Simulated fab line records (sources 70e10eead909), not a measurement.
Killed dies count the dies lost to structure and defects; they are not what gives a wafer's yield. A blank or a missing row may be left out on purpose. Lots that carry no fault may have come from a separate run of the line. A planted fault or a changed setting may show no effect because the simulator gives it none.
fab line records | flow nandHarc | part 2 of 2: steps 18 to 30 of 30
[record] lots = 5 wafers = 15 lastDay = 24
route steps=1159 shown P_GATE@141
lots that met no fault: taken from a fault-free run of the same line
startH: hours from the record's opening day to when the first of the lot's shown wafers began | waitH: time in hours since the lot's previous step | " repeats the value in the row above | L1.1+2: a single row standing in for several wafers | - either no value or no given start | * or withheld: withheld | < > ~ a bound
route shown NAME@n: a module of which the file shows steps, and the number in the route of the first | usual: mean/standard deviation taken from wafers without a fault | same: alike in all rows | chamber/n: place in a boat | sites: each site's reading | _std_site: their standard deviation | _edge_site: the outer-site mean with the inner-site mean subtracted | radiusMm: how far each site lies from the wafer's centre | mask NAME#n: copy n | behind: the last tool/chamber to shape the wafer | hold: why the lot went on hold/how many hours it stayed there/how the hold came to an end | device: names the non-switching transistor (n, p or np) | end of line: the tests these same wafers got at the end of their route | a step with no rows: only its recipe | killed: not the wafer's yield, but the dies lost to structure and defects at the first sort | map: a wafer's dies, marking killed ones x, the rest . and places with no die _
set.NAME: the run value of the setting; set.NAME@STEP: its run value at that earlier step | model.NAME: the simulator's own value behind a step, which no gauge read
lots at selected steps of the route; one table per step, one row per wafer
services: from which hour (startH, from the record's first day; less than 0 if before it) a tool's chamber was out of use, for how many hours, and why
[[steps]]
[step NHARC_P_GATE_PRECLEAN_97]
[recipe] timeS = 600 tempC = 120 chemistry = SPM
[usual] tempC = 120.02/0.14
// columns lot.wafer tool chamber startH waitH tempC
L075.6 wetBench-04 5 108.32 - 120.00
L075.4 " 7 " " 120.12
L075.1 " 1 " " 119.85
L083.2 wetBench-04 3 161.26 - 120.08
L083.5 " 4 " " 120.02
L083.4 " 6 " " 120.09
L087.1 wetBench-04 2 183.15 - 119.99
L087.4 " 3 " " 119.87
L087.6 " 4 " " 119.90
L092.2 wetBench-02 3 206.24 - 119.93
L092.5 " 6 " " 119.98
L092.6 " 0 " " 119.79
L097.3 wetBench-04 7 235.17 - 119.97
L097.6 " 0 " " 120.17
L097.1 " 3 " " 120.18
[step NHARC_P_GATE_SRD_98]
// columns lot.wafer tool chamber startH waitH
L075.6+4+1 wetBench-04 5,7,1 - -
L083.2+5+4 wetBench-04 3,4,6 - -
L087.1+4+6 wetBench-04 2,3,4 - -
L092.2+5+6 wetBench-02 3,6,0 - -
L097.3+6+1 wetBench-04 7,0,3 - -
[step NHARC_P_GATE_PRECLEAN_99]
[recipe] timeS = * tempC = 50 bathAgeMin = 0 chemistry = SC1
[usual] h2o2FlowMLMin = 56.62/0.18 tempC = 50.00/0.12
// columns lot.wafer tool chamber startH waitH h2o2FlowMLMin tempC
L075.6 wetBench-04 5 - - 56.63 50.18
L075.4 " 7 " " 56.68 50.09
L075.1 " 1 " " 56.46 50.12
L083.2 wetBench-04 3 - - 56.79 50.09
L083.5 " 4 " " 56.83 50.01
L083.4 " 6 " " 56.97 50.06
L087.1 wetBench-04 2 - - 56.28 50.13
L087.4 " 3 " " 56.49 49.89
L087.6 " 4 " " 56.76 50.05
L092.2 wetBench-02 3 - - 56.14 50.16
L092.5 " 6 " " 56.76 50.14
L092.6 " 0 " " 56.71 49.76
L097.3 wetBench-04 7 - - 56.29 50.07
L097.6 " 0 " " 56.70 50.07
L097.1 " 3 " " 56.57 49.93
[step NHARC_P_GATE_SRD_100]
// columns lot.wafer tool chamber startH waitH
L075.6+4+1 wetBench-04 5,7,1 - -
L083.2+5+4 wetBench-04 3,4,6 - -
L087.1+4+6 wetBench-04 2,3,4 - -
L092.2+5+6 wetBench-02 3,6,0 - -
L097.3+6+1 wetBench-04 7,0,3 - -
[step NHARC_P_GATE_DEHYDRATE_38]
[recipe] tempC = 150 timeS = 120
[usual] exhaustPa = 45.1/0.92
// columns lot.wafer tool chamber startH waitH exhaustPa
L075.1 lithoTrack-03 0 108.71 - 44.8
L075.4 " 0 " " 45.4
L075.6 " 0 " " 44.4
L083.2 lithoTrack-03 0 161.65 - 45.3
L083.4 " 0 " " 44.4
L083.5 " 0 " " 45.8
L087.1 lithoTrack-03 0 183.53 - 45.6
L087.4 " 0 " " 45.9
L087.6 " 0 " " 45.2
L092.2 lithoTrack-02 0 206.64 - 45.1
L092.5 " 0 " " 44.8
L092.6 " 0 " " 44.6
L097.1 lithoTrack-05 0 235.56 - 44.2
L097.3 " 0 " " 43.8
L097.6 " 0 " " 45.5
[step NHARC_P_GATE_HMDS_39]
[recipe] timeS = 30
[usual] exhaustPa = 44.9/0.77
// columns lot.wafer tool chamber startH waitH exhaustPa
L075.1 lithoTrack-03 0 - - 45.3
L075.4 " 0 " " 44.9
L075.6 " 0 " " 44.9
L083.2 lithoTrack-03 0 - - 45.9
L083.4 " 0 " " 45.3
L083.5 " 0 " " 45.5
L087.1 lithoTrack-03 0 - - 43.8
L087.4 " 0 " " 43.1
L087.6 " 0 " " 45.4
L092.2 lithoTrack-02 0 - - 45.5
L092.5 " 0 " " 44.3
L092.6 " 0 " " 45.4
L097.1 lithoTrack-05 0 - - 44.3
L097.3 " 0 " " 43.4
L097.6 " 0 " " 44.5
[step NHARC_P_GATE_COAT_40]
[recipe] spinRpm = 3000
[usual] exhaustPa = 45.0/0.87
// columns lot.wafer tool chamber startH waitH exhaustPa
L075.1 lithoTrack-03 0 - - 47.2
L075.4 " 0 " " 46.1
L075.6 " 0 " " 45.8
L083.2 lithoTrack-03 0 - - 45.9
L083.4 " 0 " " 46.6
L083.5 " 0 " " 46.8
L087.1 lithoTrack-03 0 - - 45.7
L087.4 " 0 " " 44.8
L087.6 " 0 " " 46.1
L092.2 lithoTrack-02 0 - - 47.0
L092.5 " 0 " " 44.7
L092.6 " 0 " " 46.1
L097.1 lithoTrack-05 0 - - 44.5
L097.3 " 0 " " 44.8
L097.6 " 0 " " 45.7
[step NHARC_P_GATE_SOFTBAKE_41]
[recipe] tempC = 122 timeS = 95
[usual] exhaustPa = 45.0/0.84
// columns lot.wafer tool chamber startH waitH exhaustPa
L075.1 lithoTrack-03 0 - - 44.9
L075.4 " 0 " " 44.8
L075.6 " 0 " " 46.3
L083.2 lithoTrack-03 0 - - 45.5
L083.4 " 0 " " 45.3
L083.5 " 0 " " 45.4
L087.1 lithoTrack-03 0 - - 46.0
L087.4 " 0 " " 44.9
L087.6 " 0 " " 46.5
L092.2 lithoTrack-02 0 - - 46.1
L092.5 " 0 " " 45.4
L092.6 " 0 " " 46.6
L097.1 lithoTrack-05 0 - - 45.1
L097.3 " 0 " " 47.2
L097.6 " 0 " " 47.3
[step NHARC_P_GATE_EBR_42]
[usual] exhaustPa = 45.2/0.77
// columns lot.wafer tool chamber startH waitH exhaustPa
L075.1 lithoTrack-03 0 - - 45.1
L075.4 " 0 " " 45.5
L075.6 " 0 " " 45.8
L083.2 lithoTrack-03 0 - - 45.2
L083.4 " 0 " " 44.9
L083.5 " 0 " " 44.8
L087.1 lithoTrack-03 0 - - 45.4
L087.4 " 0 " " 45.8
L087.6 " 0 " " 45.8
L092.2 lithoTrack-02 0 - - 45.0
L092.5 " 0 " " 44.6
L092.6 " 0 " " 46.0
L097.1 lithoTrack-05 0 - - 44.7
L097.3 " 0 " " 45.1
L097.6 " 0 " " 44.2
[step NHARC_P_GATE_EXPOSE_43]
[recipe] na = 0.6 targetCdNm = 720 doseMj = 14.81 maskId = P_NSD
// columns lot.wafer tool chamber startH waitH mask
L075.1+4+6 krfScanner-03 0 108.98 - P_NSD#0
L083.2+4+5 krfScanner-03 0 161.80 - P_NSD#0
L087.1+4+6 krfScanner-01 0 183.80 - P_NSD#0
L092.2+5+6 krfScanner-03 0 206.79 - P_NSD#0
L097.1+3+6 krfScanner-03 0 235.83 - P_NSD#0
[step NHARC_P_GATE_PEB_44]
[recipe] pebTempC = 118 pebTimeS = 85
[usual] exhaustPa = 45.0/0.87
// columns lot.wafer tool chamber startH waitH exhaustPa
L075.1 lithoTrack-03 0 109.05 0.1 45.3
L075.4 " 0 " " 45.4
L075.6 " 0 " " 44.3
L083.2 lithoTrack-03 0 161.86 0.1 45.2
L083.4 " 0 " " 44.5
L083.5 " 0 " " 44.7
L087.1 lithoTrack-05 0 183.86 0.1 45.5
L087.4 " 0 " " 44.8
L087.6 " 0 " " 46.2
L092.2 lithoTrack-02 0 206.85 0.1 43.5
L092.5 " 0 " " 46.0
L092.6 " 0 " " 44.8
L097.1 lithoTrack-03 0 235.89 0.1 43.7
L097.3 " 0 " " 45.6
L097.6 " 0 " " 46.1
[step NHARC_P_GATE_DEVELOP_45]
[recipe] timeS = 70
[usual] exhaustPa = 45.0/0.83
// columns lot.wafer tool chamber startH waitH exhaustPa
L075.1 lithoTrack-03 0 - - 44.1
L075.4 " 0 " " 46.4
L075.6 " 0 " " 45.0
L083.2 lithoTrack-03 0 - - 44.5
L083.4 " 0 " " 45.4
L083.5 " 0 " " 45.6
L087.1 lithoTrack-05 0 - - 42.4
L087.4 " 0 " " 43.9
L087.6 " 0 " " 43.3
L092.2 lithoTrack-02 0 - - 46.0
L092.5 " 0 " " 45.8
L092.6 " 0 " " 45.6
L097.1 lithoTrack-03 0 - - 44.8
L097.3 " 0 " " 45.5
L097.6 " 0 " " 45.3
[step NHARC_P_GATE_CD_MEAS_46]
[recipe] targetCdNm = 720 landingEnergyEv = 500
[usual] cdNm = 720.2/2.9
// columns lot.wafer tool chamber startH waitH cdNm
L075.1 cdSem-03 0 109.14 - 723.2
L075.4 " 0 " " 716.4
L075.6 " 0 " " 717.6
L083.2 cdSem-02 0 161.95 - 719.3
L083.4 " 0 " " 718.0
L083.5 " 0 " " 721.3
L087.1 cdSem-02 0 183.95 - 717.3
L087.4 " 0 " " 717.6
L087.6 " 0 " " 715.2
L092.2 cdSem-02 0 206.95 - 724.0
L092.5 " 0 " " 724.4
L092.6 " 0 " " 721.2
L097.1 cdSem-02 0 235.98 - 719.2
L097.3 " 0 " " 720.3
L097.6 " 0 " " 720.4
[[services]]
// columns tool chamber startH hours kind
krfScanner-03 - 74.83 1.8 repair
rieDiel-09 - 77.35 9.0 pm
aldSin-02 2 85.21 13.1 repair
rieSi-03 3 86.49 13.3 repair
rieDiel-10 0 93.35 2.2 repair
krfScanner-03 - 93.72 6.3 repair
rieDiel-10 1 114.19 4.5 repair
aldSin-02 - 114.30 2.9 repair
aldSin-02 3 121.75 8.5 repair
rieDiel-10 0 129.54 4.9 repair
rieDiel-09 1 129.76 1.8 repair
rieDiel-09 3 138.71 9.6 repair
aldSin-01 - 149.62 2.7 repair
aldSin-01 - 152.35 10.0 pm
rieSi-03 - 155.00 9.0 pm
wetBench-04 - 163.20 8.0 pm
lithoTrack-02 - 165.00 7.0 pm
krfScanner-03 - 168.00 4.0 pm
rieDiel-10 - 176.66 9.0 pm
wetBench-02 - 180.00 8.0 pm
lithoTrack-03 - 213.00 7.0 pm
wetBench-01 - 213.60 8.0 pm
krfScanner-03 - 220.45 0.1 repair
rieDiel-07 - 228.20 9.0 pm
